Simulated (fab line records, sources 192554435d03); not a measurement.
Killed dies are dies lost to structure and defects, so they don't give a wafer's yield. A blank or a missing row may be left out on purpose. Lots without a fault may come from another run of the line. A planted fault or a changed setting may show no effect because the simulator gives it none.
A struck lot beside a sound one | flow n5_finfet | 22 steps out of a route of 1938
Sound: wafers L399.1, L399.2, L399.5. Struck: wafers L412.1, L412.2, L412.6. The cause comes at the end.
At each step with rows: each side's tool, then ch and its chambers, then its first start. Under that, the readings that differ: sound wafers | struck wafers | difference of the means | sigmas: that difference in standard deviations of wafers without a fault.
alike: readings whose means differ by less than 2 such deviations, and words and numbers that are the same on both sides. not compared: withheld readings, readings that some wafer has no value for, bounds like >300 that may hide the same value, and numbers for which the record gives no deviation and whose values overlap.
The two part at a step that has a row with sigmas, a row that says differs or no value, or rows on one side only. Numbers that don't overlap but have no deviation are shown without sigmas and don't part them. A reading that every wafer of one side lacks parts them only if that side has two wafers or more.

first, 8 steps without rows for these wafers: N5_BEOL_M12_SPUTTER_44 (material Ta, target thk 10 nm, time 16.13 s); N5_BEOL_M12_SPUTTER_45 (material Cu, target thk 80 nm, time 13.33 s); N5_BEOL_M12_ECD_47 (material Cu, target thk 720 nm); N5_BEOL_M12_ANNEAL_48 (time 90 s); N5_BEOL_M12_CMP_49 (polishes, stops on SiOC, t overpolish 20.6 s, target thk 320 nm); N5_BEOL_M12_PRE_CLEAN_52 (time 15 s); N5_BEOL_M12_DEP_53 (deposits SiCN from 3MS/NH3, target thk 30 nm, time 10.5 s); N5_BEOL_M13_ILD_DEP_00 (deposits SiOC from DEMS/O2, target thk 837.92 nm, time 166.4 s).
N5_BEOL_M13_COAT_58: time 60 s, resist thk 89 nm.
  sound on litho_track-05 ch 0, day 11 08:08; struck on litho_track-05 ch 0, day 14 12:58
  reading                                    | sound                | struck               | difference | sigmas
  spin_speed_rpm (rpm)                       | 1499.3 1498.2 1499.2 | 1777.0 1778.3 1777.3 | +278.6     | +99 or more
  model.BARC_of_BEOL_M13_COAT_58.thk_nm (nm) | 89 89.8 89.4         | 81.6 81.8 81.6       | -7.7       |
  alike: dispense_pressure_kPa
then, 8 steps without rows for these wafers: N5_BEOL_M13_COAT_04 (resist thk 400 nm); N5_BEOL_M13_EBR_06; N5_BEOL_M13_SOFTBAKE_05 (time 60 s); N5_BEOL_M13_EXPOSE_07 (exposes mask V12); N5_BEOL_M13_PEB_08 (peb time 90 s); N5_BEOL_M13_DEVELOP_09 (develop time 45 s); N5_BEOL_M13_HARDBAKE_14 (time 120 s); N5_BEOL_M13_DESCUM_15 (chemistry O2, time 7.9 s).
N5_BEOL_M13_ETCH_59: etches BARC in N2/H2, target depth 89 nm, overetch 26.7 nm, time 67.9 s.
  sound on rie_diel-06 ch 0,1, day 11 08:43; struck on rie_diel-03 ch 1,2,3, day 14 13:29
  reading                  | sound            | struck           | difference | sigmas
  model.etch.depth_nm (nm) | 89.1 89.71 89.48 | 81.68 81.7 81.58 | -7.78      |
  alike: drypump_motor_current_A, n2_flow_sccm, oes_product_au, rf_vpp_V, showerhead_plenum_p_Torr, throttle_valve_pct
  not compared: rf_hours_counter_h
then, 2 steps without rows for these wafers: N5_BEOL_M13_VIA_ETCH_16 (etches SiOC in C4F8/O2/Ar, target depth 921.7 nm); N5_BEOL_M13_STRIP_63 (strips in N2/H2).
N5_BEOL_M13_STRIP_64: strips in N2/H2.
  sound on plasma_asher-01 ch 0,1, day 11 09:03; struck on plasma_asher-01 ch 0,1, day 14 13:50
  reading                      | sound             | struck            | difference | sigmas
  strip_time_to_endpoint_s (s) | 31.33 31.51 31.44 | 29.19 29.21 29.18 | -2.23      | -28
  alike: drypump_motor_current_A, heater_power_w, n2_flow_sccm, oes_product_au, temp_c
  not compared: rf_hours_counter_h
then, 1 step without rows for these wafers: N5_BEOL_M13_STRIP_71 (strips in post etch residue remover, time 60 s).

WHERE THEY PART
First at N5_BEOL_M13_COAT_58; last, within this record, at N5_BEOL_M13_STRIP_64.

WHY: what the simulator had put in
Process parameter drift: litho_track-05, from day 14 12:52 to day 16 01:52, at N5_BEOL_M13_COAT_58. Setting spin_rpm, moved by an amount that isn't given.
